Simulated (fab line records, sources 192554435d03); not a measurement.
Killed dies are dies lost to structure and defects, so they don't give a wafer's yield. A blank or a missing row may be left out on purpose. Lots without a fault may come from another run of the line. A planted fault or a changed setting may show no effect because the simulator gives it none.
A struck lot beside a sound one | flow n5_finfet | 25 steps out of a route of 1938
Sound: wafers L515.3, L515.4, L515.5. Struck: wafers L517.2, L517.5, L517.6. The cause comes at the end.
At each step with rows: each side's tool, then ch and its chambers, then its first start. Under that, the readings that differ: sound wafers | struck wafers | difference of the means | sigmas: that difference in standard deviations of wafers without a fault.
alike: readings whose means differ by less than 2 such deviations, and words and numbers that are the same on both sides. not compared: withheld readings, readings that some wafer has no value for, bounds like >300 that may hide the same value, and numbers for which the record gives no deviation and whose values overlap.
The two part at a step that has a row with sigmas, a row that says differs or no value, or rows on one side only. Numbers that don't overlap but have no deviation are shown without sigmas and don't part them. A reading that every wafer of one side lacks parts them only if that side has two wafers or more.

first, 8 steps without rows for these wafers: N5_BEOL_M15_SPUTTER_45 (material Cu, target thk 100 nm, time 16.67 s); N5_BEOL_M15_ECD_47 (material Cu, target thk 1860 nm); N5_BEOL_M15_ANNEAL_48 (time 90 s); N5_BEOL_M15_CMP_49 (polishes, stops on SiO2, t overpolish 4.9 s, target thk 850 nm); N5_BEOL_M15_PRE_CLEAN_52 (time 15 s); N5_BEOL_M15_DEP_53 (deposits SiCN from 3MS/NH3, target thk 50 nm, time 17.8 s); N5_PASSIVATION_PECVD_00 (deposits SiO2 from SiH4/N2O, target thk 200 nm, time 11.2 s); N5_MIM_BOT_DEGAS_01 (time 60 s).
N5_MIM_BOT_SPUTTER_00: material TiN, target thk 35 nm, time 89.7 s.
  sound on pvd_sputter-02, day 15 15:51; struck on pvd_sputter-02, day 16 04:52
  alike: throttle_valve_pct
then, 13 steps without rows for these wafers: N5_MIM_TOP_ALD_00 (deposits Al2O3, purge time 3 s, co reactant pulse time 3 s); N5_MIM_TOP_ALD_01 (deposits HfO2, target thk 5.6 nm, pulse time 1 s, purge time 3 s); N5_MIM_TOP_ALD_02 (deposits Al2O3, purge time 3 s, co reactant pulse time 3 s); N5_MIM_TOP_DEGAS_04 (time 60 s); N5_MIM_TOP_SPUTTER_03 (material TiN, target thk 35 nm, time 89.7 s); N5_MIM_TOP_LITHO_HMDS_01 (time 60 s); N5_MIM_TOP_LITHO_COAT_02; N5_MIM_TOP_LITHO_EBR_04; N5_MIM_TOP_LITHO_SOFTBAKE_03 (time 90 s); N5_MIM_TOP_LITHO_EXPOSE_05 (exposes mask MIM TOP, target cd 2000 nm); N5_MIM_TOP_LITHO_PEB_06; N5_MIM_TOP_LITHO_DEVELOP_07 (develop time 60 s); N5_MIM_TOP_LITHO_HARDBAKE_09 (time 120 s).
N5_MIM_TOP_LITHO_INSPECT_12: inspects for defects (macro).
  sound on defect_inspect-02, day 15 18:51; struck on defect_inspect-02, day 16 07:55
  reading          | sound | struck         | difference | sigmas
  raw_defect_count | 1 1 1 | >300 >300 >300 | differs    |
then, 1 step without rows for these wafers: N5_MIM_TOP_LITHO_DESCUM_10 (chemistry O2, time 7.9 s).
N5_PASSIVATION_PROBE_49:
  sound on prober-01, day 16 05:17; struck on prober-01, day 16 19:13
  reading                  | sound          | struck         | difference | sigmas
  defect_limited_yield (%) | 90.0 92.5 89.6 | 86.7 78.5 81.7 | -8.4       | -6
  killed_at_M4_up          | 19 14 24       | 13 6 5         | -11        | -2
  killed_at_other          | 7 5 10         | 69 163 135     | +115       | +32
  killed_dies              | 118 89 123     | 157 254 216    | +99        | +6
  sort_bin_5_function (%)  | 6.1 4.0 5.5    | 8.4 12.8 10.0  | +5.2       | +5
  sort_n_pass              | 1062 1091 1057 | 1023 926 964   | -99        | -6
  sort_yield_pct (%)       | 90.0 92.5 89.6 | 86.7 78.5 81.7 | -8.4       | -6
  alike: killed_at_M0_to_M3, killed_at_contacts, killed_at_front_end, killed_on_rim, killed_open, killed_short, sort_bin_6_memory

WHERE THEY PART
First at N5_MIM_TOP_LITHO_INSPECT_12; last, within this record, at N5_PASSIVATION_PROBE_49.

WHY: what the simulator had put in
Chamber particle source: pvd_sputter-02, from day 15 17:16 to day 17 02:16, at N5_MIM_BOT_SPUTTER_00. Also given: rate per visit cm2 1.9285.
